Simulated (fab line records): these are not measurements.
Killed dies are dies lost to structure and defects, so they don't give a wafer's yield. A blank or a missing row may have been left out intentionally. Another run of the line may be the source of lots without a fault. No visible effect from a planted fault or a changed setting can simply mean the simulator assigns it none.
Chamber matching -- flow nand_harc -- NHARC_A_CONTACT_DEP_24 on pecvd-03: 3 sister chambers
The step deposits SiO2, target thk 500 nm. 3 wafers are shown with their chamber, then 7 later ones without.

== WAFERS WITH THEIR CHAMBER ==
wafer,chamber,heater_power_w (W)
L983.3,1,389
L983.5,2,668
L992.4,0,556

== WAFERS MISSING THEIR CHAMBER ==
wafer,heater_power_w (W)
L992.6,440
L991.1,705
L991.2,544
L991.5,738
L996.1,440
L996.3,555
L996.6,417

== THE CHAMBER EACH PASSED THROUGH ==
wafer,from the rows above,in truth
L992.6,can't be placed: 1 or 0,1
L991.1,2,2
L991.2,0,0
L991.5,2,2
L996.1,can't be placed: 1 or 0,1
L996.3,0,0
L996.6,1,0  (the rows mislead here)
4 of 7 placed correctly. Unplaceable from these rows: 2, with the true chamber sitting among the candidates in 2. Number placed wrongly: 1.
How it was worked out, from the rows above alone: a wafer's distance from a chamber is the root of the sum, over the readings, of the square of ((its reading less the chamber's mean) divided by the reading's scatter). The wafer belongs to the nearest chamber; if the next one is less than 2 further off, it can't be placed. For every chamber, the mean is computed from those of its wafers that are shown. The scatter (one wafer shown for each chamber): square how far every hidden wafer sits from the nearest shown wafer, average those squares and take the square root.
